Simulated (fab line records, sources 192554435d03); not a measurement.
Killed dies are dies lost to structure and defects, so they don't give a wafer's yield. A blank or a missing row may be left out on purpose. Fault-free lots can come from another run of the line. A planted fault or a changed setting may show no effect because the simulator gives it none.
fab line records ; flow n5-finfet ; part 1 of 2: steps 1 to 14 of 22
record: lots: 5; wafers: 15; last-day: 17
route steps=1938 shown BEOL_M0_SAQP@663
lots with no fault: from the same line, run without faults
start-h: hours from the record's opening day to when the first of the lot's shown wafers began ; wait-h: hours since the lot's step before ; " as in the row above ; L1.1+2: a single row standing in for several wafers ; - no value, or no start was given ; * or withheld: withheld ; < > ~ a bound
route shown NAME@n: NAME is a module with steps in the file, n the number in the route of the first one ; usual: mean/standard deviation taken from wafers without a fault ; same: alike in all rows ; chamber/n: place in a boat ; sites: each site's reading ; _std_site: standard deviation of those values ; _edge_site: outer sites' mean less inner sites' ; radius-mm: for every site, how far away it sits from the centre of the wafer ; mask NAME#n: copy n ; behind: the last tool/chamber to shape the wafer ; hold: reason for holding the lot/hours on hold/outcome of the hold ; device: which transistor (n, p or np) failed to switch ; end of line: the same wafers' tests at the end of the route ; where a step has no rows: the recipe by itself ; killed: at the first sort, the dies lost to defects and structure; wafer yield is something else ; map: dies across one wafer; x = killed, . = not, _ = none there
set.NAME: the run value of the setting; set.NAME@STEP: its run value at that earlier step ; model.NAME: the simulator's own value behind a step, which no gauge read
lots at some steps of the route; a table a step, a row a wafer
services: when a tool's chamber went out of use (start-h, in hours from the record's first day, below 0 if earlier), for how many hours, and the reason
== steps ==
step: N5_BEOL_M0_SAQP_SPACER1_ALD_98
recipe: material: SiO2; target-thk-a: 128; temp-c: 300; ald-precursor-family: BDEAS; ald-co-reactant: O2-plasma; pulse-time-s: 1; purge-time-s: 2; co-reactant-purge-time-s: 2; ald-cycles: 138; pressure-torr: 2
usual: heater-power-w: 481/55; precursor-pulse-height-rel: 1.001/0.02
lot.wafer;tool;chamber;start-h;wait-h;heater-power-w;precursor-pulse-height-rel
L082.4;ald-sin-02;1;155.00;0.1;519;0.999
L082.5;ald-sin-02;2;155.00;0.1;413;0.989
L082.6;ald-sin-02;3;155.00;0.1;481;1.012
L086.3;ald-sin-04;3;184.71;0.1;427;0.972
L086.5;ald-sin-04;1;184.71;0.1;446;0.984
L086.6;ald-sin-04;2;184.71;0.1;529;0.984
L089.4;ald-sin-04;3;201.06;0.4;428;1.008
L089.5;ald-sin-04;0;201.06;0.4;506;0.982
L089.6;ald-sin-04;2;201.06;0.4;532;1.003
L092.1;ald-sin-02;1;212.46;0.3;529;1.042
L092.2;ald-sin-02;2;212.46;0.3;422;1.008
L092.3;ald-sin-02;0;212.46;0.3;387;1.009
L096.2;ald-sin-01;3;242.19;0.3;452;0.968
L096.3;ald-sin-01;2;242.19;0.3;596;1.021
L096.5;ald-sin-01;0;242.19;0.3;478;1.002
step: N5_BEOL_M0_SAQP_SPACER1_ETCHBACK_99
recipe: chemistry: CHF3/O2; mode: anisotropic-etchback; target: SiO2; target-depth-a: 154; time-s: 7.7; pressure-mtorr: 30; source-w: 650; bias-w: 170; Ar_flow_sccm: 200; CHF3_flow_sccm: 50; O2_flow_sccm: 5; ion-energy-ev: 200
usual: CHF3_flow_sccm: 50.00/0.15; bias-w: 170.0/0.54; drypump-motor-current-A: 5.60/0.28; oes-product-au: 0.77/0.076; rf-vpp-V: 524/8.2; showerhead-plenum-p-Torr: 2.44/0.055; throttle-valve-pct: 18.88/0.19
lot.wafer;tool;chamber;start-h;wait-h;CHF3_flow_sccm;bias-w;drypump-motor-current-A;oes-product-au;rf-hours-counter-h;rf-vpp-V;showerhead-plenum-p-Torr;throttle-valve-pct
L082.4;rie-diel-05;2;155.53;0.3;49.88;169.2;5.54;0.86;44;536;2.45;18.85
L082.5;rie-diel-05;0;155.53;0.3;50.06;170.4;6.08;0.74;-;529;2.53;18.85
L082.6;rie-diel-05;1;155.53;0.3;50.03;170.2;5.29;0.83;-;538;2.41;18.51
L086.3;rie-diel-05;3;185.20;0.3;49.93;169.2;5.56;0.70;217;519;2.38;19.14
L086.5;rie-diel-05;1;185.20;0.3;49.83;169.2;5.29;0.82;-;537;2.40;18.50
L086.6;rie-diel-05;2;185.20;0.3;49.80;169.7;5.54;0.86;-;534;2.45;18.89
L089.4;rie-diel-05;3;201.48;0.2;49.72;169.9;5.54;0.69;222;519;2.38;19.17
L089.5;rie-diel-05;1;201.48;0.2;50.19;170.3;5.31;0.82;-;535;2.40;18.53
L089.6;rie-diel-05;2;201.48;0.2;49.99;170.2;5.55;0.85;-;535;2.45;18.90
L092.1;rie-diel-05;2;212.94;0.3;49.98;170.1;5.57;0.85;62;535;2.45;18.88
L092.2;rie-diel-05;0;212.94;0.3;49.90;169.7;6.04;0.74;176;529;2.52;18.88
L092.3;rie-diel-05;1;212.94;0.3;49.88;169.6;5.28;0.82;96;535;2.40;18.55
L096.2;rie-diel-05;2;242.67;0.3;50.00;169.7;5.55;0.83;70;534;2.44;18.91
L096.3;rie-diel-05;1;242.67;0.3;50.29;170.7;5.26;0.80;105;536;2.40;18.56
L096.5;rie-diel-05;3;242.67;0.3;49.86;169.7;5.54;0.68;-;521;2.38;19.16
step: N5_BEOL_M0_SAQP_MANDREL1_REMOVE_100
recipe: chemistry: HBr/Cl2/O2; bt-time-s: 10; target: a-Si; stop-on: SiNx; endpoint: OES-SiCl; over-etch-frac: 0.85; icp-w: 600; bias-w: 30; HBr_flow_sccm: 150; Cl2_flow_sccm: 80; O2_flow_sccm: 5; pressure-mtorr: 10
usual: bias-w: 30.00/0.091; drypump-motor-current-A: 5.9/0.54; oes-product-au: 1.004/0.017; throttle-valve-pct: 36.5/0.32
lot.wafer;tool;chamber;start-h;wait-h;bias-w;drypump-motor-current-A;oes-product-au;rf-hours-counter-h;throttle-valve-pct
L082.4;rie-si-06;3;155.62;0.1;30.08;6.1;1.025;1;37.0
L082.5;rie-si-06;1;155.62;0.1;30.12;6.6;0.994;-;36.0
L082.6;rie-si-06;2;155.62;0.1;29.90;5.9;0.995;-;36.4
L086.3;rie-si-05;1;185.28;0.1;29.95;6.2;1.007;34;36.5
L086.5;rie-si-05;2;185.28;0.1;30.04;5.1;1.003;-;36.2
L086.6;rie-si-05;1;185.28;0.1;29.94;6.3;1.003;-;36.5
L089.4;rie-si-01;3;201.56;0.1;29.99;6.3;1.005;7;36.1
L089.5;rie-si-01;3;201.56;0.1;29.97;6.3;1.002;-;36.1
L089.6;rie-si-01;0;201.56;0.1;30.14;6.0;1.003;-;36.6
L092.1;rie-si-05;0;213.03;0.1;30.04;5.9;0.991;103;36.9
L092.2;rie-si-05;2;213.03;0.1;29.93;5.1;1.001;73;36.2
L092.3;rie-si-05;1;213.03;0.1;29.96;6.3;1.004;35;36.5
L096.2;rie-si-01;0;242.75;0.1;29.98;6.0;0.998;42;36.6
L096.3;rie-si-01;2;242.75;0.1;30.10;4.6;1.024;129;36.5
L096.5;rie-si-01;1;242.75;0.1;29.93;6.2;0.979;-;36.8
step: N5_BEOL_M0_SAQP_CD_MEAS_25
recipe: target-cd-nm: 13.1; landing-energy-ev: 1000; detector: se-inlens
usual: cd-nm: 12.81/0.24
lot.wafer;tool;chamber;start-h;wait-h;cd-nm
L082.4;cd-sem-03;0;155.74;0.1;13.18
L082.5;cd-sem-03;0;155.74;0.1;12.95
L082.6;cd-sem-03;0;155.74;0.1;12.92
L086.3;cd-sem-02;0;185.40;0.1;12.97
L086.5;cd-sem-02;0;185.40;0.1;13.05
L086.6;cd-sem-02;0;185.40;0.1;12.24
L089.4;cd-sem-03;0;201.68;0.1;12.94
L089.5;cd-sem-03;0;201.68;0.1;12.92
L089.6;cd-sem-03;0;201.68;0.1;13.09
L092.1;cd-sem-03;0;213.14;0.1;13.24
L092.2;cd-sem-03;0;213.14;0.1;12.72
L092.3;cd-sem-03;0;213.14;0.1;12.99
L096.2;cd-sem-03;0;242.87;0.1;12.82
L096.3;cd-sem-03;0;242.87;0.1;12.85
L096.5;cd-sem-03;0;242.87;0.1;12.75
step: N5_BEOL_M0_SAQP_ETCH_101
recipe: chemistry: CH3F/O2; target: SiNx; mask-material: SiO2; target-depth-a: 299; time-s: 42.7; pressure-mtorr: 30; source-w: 395; bias-w: 73; Ar_flow_sccm: 150; CH3F_flow_sccm: 30; O2_flow_sccm: 20; ion-energy-ev: 120
usual: bias-w: 73.01/0.21; drypump-motor-current-A: 5.61/0.28; oes-product-au: 0.76/0.07; rf-vpp-V: 298/4.5; showerhead-plenum-p-Torr: 2.02/0.047; throttle-valve-pct: 16.37/0.19
lot.wafer;tool;chamber;start-h;wait-h;bias-w;drypump-motor-current-A;oes-product-au;rf-hours-counter-h;rf-vpp-V;showerhead-plenum-p-Torr;throttle-valve-pct
L082.4;rie-diel-06;0;155.92;0.2;73.15;5.85;0.73;-;297;2.07;16.39
L082.5;rie-diel-06;3;155.92;0.2;72.87;5.34;0.85;-;291;1.95;16.27
L082.6;rie-diel-06;0;155.92;0.2;73.08;5.84;0.73;-;296;2.07;16.37
L086.3;rie-diel-06;3;185.43;0.0;73.45;5.33;0.84;77;292;1.94;16.32
L086.5;rie-diel-06;3;185.43;0.0;73.25;5.33;0.85;-;294;1.94;16.28
L086.6;rie-diel-06;2;185.43;0.0;73.23;5.56;0.71;-;292;1.99;16.54
L089.4;rie-diel-06;1;201.78;0.1;72.83;5.26;0.97;4;294;2.06;16.02
L089.5;rie-diel-06;0;201.78;0.1;72.86;5.82;0.72;-;295;2.07;16.41
L089.6;rie-diel-06;1;201.78;0.1;73.08;5.29;0.96;-;293;2.06;16.03
L092.1;rie-diel-05;3;213.31;0.2;73.06;5.51;0.69;226;294;1.97;16.65
L092.2;rie-diel-05;1;213.31;0.2;72.94;5.28;0.81;96;304;2.00;16.06
L092.3;rie-diel-05;0;213.31;0.2;72.81;6.03;0.75;176;301;2.10;16.34
L096.2;rie-diel-01;3;243.07;0.2;73.26;5.75;0.73;218;302;2.06;16.20
L096.3;rie-diel-01;2;243.07;0.2;73.10;5.26;0.66;251;297;1.97;16.40
L096.5;rie-diel-01;3;243.07;0.2;73.17;5.72;0.73;-;303;2.06;16.22
step: N5_BEOL_M0_SAQP_ETCH_102
recipe: chemistry: CF4; target: SiO2; target-depth-a: 40; ion-energy-ev: 350; time-s: 4.4; pressure-mtorr: 10; icp-w: 800; bias-w: 400; cf4-flow-sccm: 80
usual: bias-w: 400.1/1.3; drypump-motor-current-A: 5.9/0.58; oes-product-au: 1.004/0.02; throttle-valve-pct: 21.67/0.23
lot.wafer;tool;chamber;start-h;wait-h;bias-w;drypump-motor-current-A;oes-product-au;rf-hours-counter-h;throttle-valve-pct
L082.4;rie-si-05;2;156.03;0.1;398.5;5.1;0.983;72;21.32
L082.5;rie-si-05;0;156.03;0.1;400.1;5.9;0.972;-;21.75
L082.6;rie-si-05;1;156.03;0.1;402.6;6.3;1.005;-;21.74
L086.3;rie-si-06;3;185.54;0.1;399.9;6.0;1.018;1;21.70
L086.5;rie-si-06;3;185.54;0.1;399.4;6.0;1.023;-;21.69
L086.6;rie-si-06;2;185.54;0.1;399.1;5.9;0.998;-;21.71
L089.4;rie-si-05;3;201.88;0.1;400.6;6.6;0.994;69;22.00
L089.5;rie-si-05;0;201.88;0.1;398.5;5.9;0.957;-;21.75
L089.6;rie-si-05;3;201.88;0.1;401.0;6.6;0.998;-;22.00
L092.1;rie-si-06;3;213.42;0.1;401.1;6.0;1.016;2;21.68
L092.2;rie-si-06;1;213.42;0.1;401.9;6.6;0.981;1;21.22
L092.3;rie-si-06;0;213.42;0.1;399.8;5.9;1.026;3;21.65
L096.2;rie-si-05;3;243.17;0.1;398.3;6.6;1.011;69;22.01
L096.3;rie-si-05;0;243.17;0.1;399.5;5.9;0.976;104;21.75
L096.5;rie-si-05;3;243.17;0.1;400.5;6.6;1.009;-;22.01
step: N5_BEOL_M0_SAQP_MANDREL_ETCH_103
recipe: chemistry: HBr/Cl2; target: a-Si; target-depth-a: 450; bt-time-s: 10; stop-on: SiCN; mask-material: SiO2; over-etch-frac: 0.8; time-s: 27; pressure-mtorr: 10; icp-w: 800; bias-w: 75; HBr_flow_sccm: 150; Cl2_flow_sccm: 80; ends: end-point
usual: bias-w: 74.98/0.22; drypump-motor-current-A: 5.9/0.58; oes-product-au: 0.683/0.01; throttle-valve-pct: 35.3/0.33
lot.wafer;tool;chamber;start-h;wait-h;bias-w;drypump-motor-current-A;oes-product-au;rf-hours-counter-h;throttle-valve-pct
L082.4;rie-si-05;2;156.06;0.0;74.60;5.1;0.677;72;34.9
L082.5;rie-si-05;0;156.06;0.0;75.21;5.9;0.683;-;35.7
L082.6;rie-si-05;1;156.06;0.0;75.13;6.2;0.691;-;35.2
L086.3;rie-si-06;3;185.57;0.0;75.07;6.1;0.689;1;35.7
L086.5;rie-si-06;3;185.57;0.0;75.22;6.1;0.696;-;35.7
L086.6;rie-si-06;2;185.57;0.0;75.04;5.9;0.675;-;35.2
L089.4;rie-si-05;3;201.92;0.0;74.96;6.6;0.681;69;35.8
L089.5;rie-si-05;0;201.92;0.0;75.23;5.9;0.675;-;35.7
L089.6;rie-si-05;3;201.92;0.0;74.79;6.6;0.673;-;35.8
L092.1;rie-si-06;3;213.45;0.0;75.18;6.1;0.700;2;35.7
L092.2;rie-si-06;1;213.45;0.0;74.90;6.5;0.671;1;34.8
L092.3;rie-si-06;0;213.45;0.0;75.06;5.9;0.697;3;35.1
L096.2;rie-si-05;3;243.20;0.0;75.03;6.6;0.673;69;35.8
L096.3;rie-si-05;0;243.20;0.0;74.94;5.9;0.675;104;35.7
L096.5;rie-si-05;3;243.20;0.0;75.33;6.6;0.681;-;35.8
step: N5_BEOL_M0_SAQP_RECESS_104
recipe: chemistry: HF/NH3; target: SiO2; target-depth-a: 180; afs-cycles: 3; temp-c: 30; sublimation-temp-c: 180; sublimation-time-s: 60
usual: drypump-motor-current-A: 5.7/0.74; temp-c: 30.02/0.11
lot.wafer;tool;chamber;start-h;wait-h;drypump-motor-current-A;temp-c
L082.4;vapor-etch-02;0;156.26;0.2;4.8;30.08
L082.5;vapor-etch-02;0;156.26;0.2;4.8;29.99
L082.6;vapor-etch-02;1;156.26;0.2;6.3;29.94
L086.3;vapor-etch-01;1;185.87;0.3;6.4;30.01
L086.5;vapor-etch-01;0;185.87;0.3;5.0;29.98
L086.6;vapor-etch-01;1;185.87;0.3;6.4;30.12
L089.4;vapor-etch-02;0;202.13;0.2;4.9;30.09
L089.5;vapor-etch-02;1;202.13;0.2;6.3;30.01
L089.6;vapor-etch-02;0;202.13;0.2;4.9;30.05
L092.1;vapor-etch-02;1;213.53;0.1;6.3;30.05
L092.2;vapor-etch-02;0;213.53;0.1;4.8;29.93
L092.3;vapor-etch-02;0;213.53;0.1;4.8;29.85
L096.2;vapor-etch-02;1;243.28;0.1;6.3;30.03
L096.3;vapor-etch-02;0;243.28;0.1;4.8;29.98
L096.5;vapor-etch-02;0;243.28;0.1;4.8;29.91
step: N5_BEOL_M0_SAQP_COAT_105
recipe: resist: SOC; temp-c: 250; time-s: 60; spin-rpm: 1500; resist-thk-nm: 100
usual: dispense-pressure-kPa: 45.5/1.8; resist-line-temp-C: 23.02/0.11
lot.wafer;tool;chamber;start-h;wait-h;dispense-pressure-kPa;resist-line-temp-C
L082.4;litho-track-03;0;156.54;0.2;47.9;23.01
L082.5;litho-track-03;0;156.54;0.2;47.8;23.22
L082.6;litho-track-03;0;156.54;0.2;47.9;23.10
L086.3;litho-track-03;0;186.15;0.2;47.9;22.81
L086.5;litho-track-03;0;186.15;0.2;47.8;22.85
L086.6;litho-track-03;0;186.15;0.2;47.9;22.90
L089.4;litho-track-04;0;202.40;0.2;44.1;22.97
L089.5;litho-track-04;0;202.40;0.2;44.1;23.07
L089.6;litho-track-04;0;202.40;0.2;44.1;22.81
L092.1;litho-track-03;0;213.91;0.3;47.9;23.03
L092.2;litho-track-03;0;213.91;0.3;47.9;22.99
L092.3;litho-track-03;0;213.91;0.3;47.9;23.01
L096.2;litho-track-04;0;243.67;0.3;44.1;22.99
L096.3;litho-track-04;0;243.67;0.3;44.1;23.02
L096.5;litho-track-04;0;243.67;0.3;44.1;22.91
step: N5_BEOL_M0_SAQP_ETCH_106
recipe: chemistry: N2/H2; target: SOC; target-depth-a: 1500; stop-on: SiNx; ion-energy-ev: 100; bias-w: 61; pressure-mtorr: 30; source-w: 850; n2-flow-sccm: 200; h2-flow-sccm: 200
usual: bias-w: 61.01/0.19; drypump-motor-current-A: 5.63/0.29; oes-product-au: 0.75/0.073; rf-vpp-V: 241.1/1.1; showerhead-plenum-p-Torr: 2.58/0.058; throttle-valve-pct: 17.89/0.2
lot.wafer;tool;chamber;start-h;wait-h;bias-w;drypump-motor-current-A;oes-product-au;rf-hours-counter-h;rf-vpp-V;showerhead-plenum-p-Torr;throttle-valve-pct
L082.4;rie-diel-05;3;156.59;-;60.96;5.56;0.70;209;241.8;2.50;17.86
L082.5;rie-diel-05;2;156.59;-;60.72;5.56;0.85;-;242.8;2.60;17.95
L082.6;rie-diel-05;3;156.59;-;60.66;5.56;0.70;-;241.6;2.50;17.87
L086.3;rie-diel-01;2;186.20;-;60.82;5.28;0.67;232;241.1;2.51;17.83
L086.5;rie-diel-01;2;186.20;-;61.08;5.29;0.67;-;240.8;2.51;17.82
L086.6;rie-diel-01;3;186.20;-;60.74;5.80;0.74;-;240.5;2.63;17.59
L089.4;rie-diel-05;0;202.58;-;61.35;5.98;0.74;173;241.7;2.64;17.78
L089.5;rie-diel-05;1;202.58;-;60.97;5.33;0.81;-;239.9;2.58;17.69
L089.6;rie-diel-05;0;202.58;-;61.07;6.01;0.74;-;241.9;2.64;17.78
L092.1;rie-diel-01;0;214.06;-;60.94;6.09;0.87;25;241.0;2.61;17.95
L092.2;rie-diel-01;2;214.06;-;61.12;5.28;0.66;242;239.6;2.51;17.84
L092.3;rie-diel-01;3;214.06;-;60.89;5.74;0.73;208;241.8;2.62;17.61
L096.2;rie-diel-05;3;243.77;-;61.02;5.55;0.68;234;238.4;2.49;17.91
L096.3;rie-diel-05;0;243.77;-;61.11;6.05;0.73;185;240.9;2.64;17.82
L096.5;rie-diel-05;1;243.77;-;61.04;5.27;0.79;-;240.9;2.58;17.73
step: N5_BEOL_M0_SAQP_ETCH_107
recipe: chemistry: CH3F/O2; target: SiNx; target-depth-a: 300; mask-material: SOC; pressure-mtorr: 30; source-w: 395; bias-w: 73; Ar_flow_sccm: 150; CH3F_flow_sccm: 30; O2_flow_sccm: 20; ion-energy-ev: 120
usual: bias-w: 72.99/0.22; drypump-motor-current-A: 5.63/0.29; oes-product-au: 0.76/0.076; rf-vpp-V: 297/4.5; showerhead-plenum-p-Torr: 2.02/0.046; throttle-valve-pct: 16.36/0.18
lot.wafer;tool;chamber;start-h;wait-h;bias-w;drypump-motor-current-A;oes-product-au;rf-hours-counter-h;rf-vpp-V;showerhead-plenum-p-Torr;throttle-valve-pct
L082.4;rie-diel-05;3;156.65;0.0;72.98;5.55;0.69;209;297;1.98;16.59
L082.5;rie-diel-05;2;156.65;0.0;72.76;5.58;0.86;-;304;2.04;16.27
L082.6;rie-diel-05;3;156.65;0.0;73.03;5.55;0.69;-;295;1.98;16.61
L086.3;rie-diel-01;2;186.26;0.0;72.63;5.24;0.67;232;298;1.98;16.38
L086.5;rie-diel-01;2;186.26;0.0;72.77;5.26;0.68;-;299;1.98;16.38
L086.6;rie-diel-01;3;186.26;0.0;73.25;5.74;0.74;-;303;2.07;16.17
L089.4;rie-diel-05;0;202.64;0.0;72.83;6.03;0.74;173;300;2.10;16.35
L089.5;rie-diel-05;1;202.64;0.0;73.08;5.33;0.82;-;305;2.00;16.05
L089.6;rie-diel-05;0;202.64;0.0;72.89;6.05;0.75;-;300;2.10;16.35
L092.1;rie-diel-01;0;214.12;0.0;73.12;6.09;0.86;25;293;2.03;16.20
L092.2;rie-diel-01;2;214.12;0.0;72.89;5.25;0.66;242;297;1.98;16.38
L092.3;rie-diel-01;3;214.12;0.0;73.40;5.76;0.73;208;302;2.06;16.20
L096.2;rie-diel-05;3;243.83;0.0;73.18;5.54;0.68;234;297;1.97;16.65
L096.3;rie-diel-05;0;243.83;0.0;72.78;6.09;0.74;185;300;2.09;16.36
L096.5;rie-diel-05;1;243.83;0.0;72.93;5.29;0.80;-;307;2.00;16.06
step: N5_BEOL_M0_SAQP_STRIP_108
recipe: chemistry: N2/H2; power-w: 500; temp-c: 40; pressure-mtorr: 50; rf-frequency-hz: 6e+07; overash-fraction: 0.3; bias-power-w: 28; h2-frac: 0.5; n2-flow-sccm: 300; h2-flow-sccm: 300
usual: drypump-motor-current-A: 5.64/0.29; oes-product-au: 0.76/0.074; rf-vpp-V: 122.1/0.91; showerhead-plenum-p-Torr: 3.40/0.073; temp-c: 40.00/0.12; throttle-valve-pct: 19.1/0.37
lot.wafer;tool;chamber;start-h;wait-h;drypump-motor-current-A;oes-product-au;rf-hours-counter-h;rf-vpp-V;showerhead-plenum-p-Torr;temp-c;throttle-valve-pct
L082.4;rie-diel-05;3;156.69;0.0;5.57;0.70;209;121.8;3.31;39.92;18.7
L082.5;rie-diel-05;2;156.69;0.0;5.57;0.86;-;120.7;3.43;39.99;19.4
L082.6;rie-diel-05;3;156.69;0.0;5.57;0.70;-;121.1;3.31;40.06;18.7
L086.3;rie-diel-01;2;186.30;0.0;5.26;0.67;232;122.4;3.32;39.90;19.0
L086.5;rie-diel-01;2;186.30;0.0;5.28;0.67;-;122.2;3.32;40.04;19.0
L086.6;rie-diel-01;3;186.30;0.0;5.79;0.75;-;122.0;3.47;40.09;18.7
L089.4;rie-diel-05;0;202.68;0.0;6.04;0.75;173;122.1;3.48;40.08;19.2
L089.5;rie-diel-05;1;202.68;0.0;5.30;0.79;-;121.8;3.41;40.09;18.8
L089.6;rie-diel-05;0;202.68;0.0;6.03;0.75;-;122.2;3.49;40.08;19.2
L092.1;rie-diel-01;0;214.16;0.0;6.11;0.86;25;122.2;3.44;40.05;19.5
L092.2;rie-diel-01;2;214.16;0.0;5.27;0.67;242;121.7;3.31;40.17;19.0
L092.3;rie-diel-01;3;214.16;0.0;5.75;0.74;208;123.5;3.46;39.98;18.7
L096.2;rie-diel-05;3;243.87;0.0;5.55;0.69;234;121.5;3.29;39.98;18.7
L096.3;rie-diel-05;0;243.87;0.0;6.09;0.74;185;122.6;3.48;39.97;19.2
L096.5;rie-diel-05;1;243.87;0.0;5.27;0.79;-;122.4;3.41;39.96;18.8
step: N5_BEOL_M0_SAQP_RECESS_109
recipe: chemistry: HF/NH3; target: SiO2; target-depth-a: 30; afs-cycles: 1; temp-c: 30; sublimation-temp-c: 180; sublimation-time-s: 60
usual: drypump-motor-current-A: 5.7/0.74; temp-c: 30.01/0.12
lot.wafer;tool;chamber;start-h;wait-h;drypump-motor-current-A;temp-c
L082.4;vapor-etch-02;0;156.79;0.1;4.9;29.88
L082.5;vapor-etch-02;0;156.79;0.1;4.9;29.98
L082.6;vapor-etch-02;1;156.79;0.1;6.3;29.90
L086.3;vapor-etch-01;1;186.41;0.1;6.5;30.09
L086.5;vapor-etch-01;1;186.41;0.1;6.5;30.06
L086.6;vapor-etch-01;0;186.41;0.1;5.0;30.09
L089.4;vapor-etch-02;0;202.78;0.1;4.8;29.95
L089.5;vapor-etch-02;1;202.78;0.1;6.3;29.87
L089.6;vapor-etch-02;0;202.78;0.1;4.8;29.85
L092.1;vapor-etch-02;0;214.22;0.0;4.8;29.88
L092.2;vapor-etch-02;1;214.22;0.0;6.3;30.09
L092.3;vapor-etch-02;0;214.22;0.0;4.9;30.02
L096.2;vapor-etch-01;1;243.93;0.0;6.5;29.92
L096.3;vapor-etch-01;1;243.93;0.0;6.4;30.08
L096.5;vapor-etch-01;1;243.93;0.0;6.5;30.08
step: N5_BEOL_M0_SAQP_SPACER2_ALD_26
recipe: material: SiO2; target-thk-a: 150; temp-c: 300; ald-precursor-family: BDEAS; ald-co-reactant: O2-plasma; pulse-time-s: 1; purge-time-s: 2; co-reactant-purge-time-s: 2; pressure-torr: 2
usual: heater-power-w: 477/55; precursor-pulse-height-rel: 0.997/0.021
lot.wafer;tool;chamber;start-h;wait-h;heater-power-w;precursor-pulse-height-rel
L082.4;ald-sin-01;0;156.90;0.1;489;0.987
L082.5;ald-sin-01;2;156.90;0.1;613;1.009
L082.6;ald-sin-01;3;156.90;0.1;444;1.050
L086.3;ald-sin-04;0;186.73;0.3;504;1.006
L086.5;ald-sin-04;0;186.73;0.3;503;1.003
L086.6;ald-sin-04;3;186.73;0.3;419;0.982
L089.4;ald-sin-04;3;203.15;0.3;423;0.999
L089.5;ald-sin-04;2;203.15;0.3;519;0.961
L089.6;ald-sin-04;0;203.15;0.3;515;1.014
L092.1;ald-sin-01;2;214.36;0.1;587;0.993
L092.2;ald-sin-01;3;214.36;0.1;452;1.010
L092.3;ald-sin-01;0;214.36;0.1;483;0.987
L096.2;ald-sin-04;2;244.07;0.1;550;1.020
L096.3;ald-sin-04;0;244.07;0.1;520;0.985
L096.5;ald-sin-04;1;244.07;0.1;454;1.013
